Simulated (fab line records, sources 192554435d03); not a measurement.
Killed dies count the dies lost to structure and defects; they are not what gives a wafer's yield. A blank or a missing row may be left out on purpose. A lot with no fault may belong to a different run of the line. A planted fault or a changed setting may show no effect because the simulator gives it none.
Split-lot experiment	flow n5 finfet	7 lots, 21 wafers read, on a route of 1938 steps

SPLIT DETAILS
At N5_MIM_BOT_SPUTTER_00 (material TiN, target thk 35 nm, time 89.7 s), the setting time s was moved away from the recipe's 89.7 s on 6 of the 21 wafers read, by -14.1% to +10.1%. This setting was run at the recipe's value on the other wafers.

The reading comes from the split's own step.

THE READING
TiN_of_MIM_BOT_SPUTTER_00.thk nm (the simulator's own value, which no gauge read), in nm, at N5_MIM_BOT_SPUTTER_00 (material TiN, target thk 35 nm, time 89.7 s). The file does not state a usual value for it. Here, 15 wafers ran the recipe; their average is 34.8 nm with a standard deviation of 0.47 nm.

wafer	tool, chamber at the split	time s as run, s	against the recipe	TiN_of_MIM_BOT_SPUTTER_00.thk nm, nm	against lot-mates on the recipe
L082.4	pvd sputter-02, -	89.7	recipe	35.2	-
L082.5	pvd sputter-02, -	89.7	recipe	35.2	-
L082.6	pvd sputter-02, -	98.77	+10.1%	37.8	+2.6
L088.2	pvd sputter-03, -	89.7	recipe	35.4	-
L088.5	pvd sputter-03, -	89.7	recipe	35.4	-
L088.3	pvd sputter-03, -	89.7	recipe	34.8	-
L092.3	pvd sputter-02, -	89.7	recipe	34.6	-
L092.4	pvd sputter-02, -	89.7	recipe	34.2	-
L092.6	pvd sputter-02, -	89.7	recipe	33.6	-
L091.1	pvd sputter-02, -	89.7	recipe	34.4	-
L091.4	pvd sputter-02, -	89.7	recipe	35.2	-
L091.6	pvd sputter-02, -	93.18	+3.9%	36.2	+1.4
L090.2	pvd sputter-01, -	89.7	recipe	34.6	-
L090.4	pvd sputter-01, -	83.36	-7.1%	32.8	-1.9
L090.6	pvd sputter-01, -	89.7	recipe	34.8	-
L095.1	pvd sputter-02, -	77.08	-14.1%	29	-5.6
L095.2	pvd sputter-02, -	89.7	recipe	34.8	-
L095.5	pvd sputter-02, -	89.7	recipe	34.4	-
L096.1	pvd sputter-01, -	77.77	-13.3%	30	-4.8
L096.3	pvd sputter-01, -	77.77	-13.3%	30	-4.8
L096.5	pvd sputter-01, -	89.7	recipe	34.8	-

FIT RESULTS
A straight line over all 21 wafers: TiN_of_MIM_BOT_SPUTTER_00.thk nm changes by +0.357 nm for each +1% of time s; r = +0.97; the points scatter about the line by 0.49 nm.
The same after taking each lot's own level away (the mean of its wafers on the recipe; 21 wafers): +0.347 nm for each +1%; r = +0.98; scatter 0.38 nm.
Per that fit: largest time s move, reading shift of 4.9 nm.
From 34.13 to 35.20 nm: that is the span of the lots' own levels, equal to 2.2 times the standard deviation above.
The two slopes are in agreement: the lot-to-lot level therefore moves the slope only a little.
Check: with one of the wafers moved furthest among these (-14.1%) left out of the fit, the line predicts -4.69 nm for it against its lot-mates. Against them it came out at -5.6 nm.

OTHER SPLITS ON THESE WAFERS
Note: prior to the reading, these wafers also went through further splits. Each is held against what the fit with the lots' levels taken away leaves over:
other split on the same wafers	wafers away from the commonest value	r with TiN_of_MIM_BOT_SPUTTER_00.thk nm (lot level and that fit taken away)
N5_BEOL_M11_ETCH_41 time s	4	-0.09
N5_BEOL_M12_ETCH_67 source w	10	-0.07
N5_BEOL_M12_ETCH_38 time s	6	-0.20
N5_BEOL_M13_COAT_65 spin rpm	7	-0.03
N5_BEOL_M15_COAT_04 spin rpm	7	-0.23

THE FILE'S OWN FIT
TiN_of_MIM_BOT_SPUTTER_00.thk nm changes by +0.346 nm for each +1% of time s, r = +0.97.
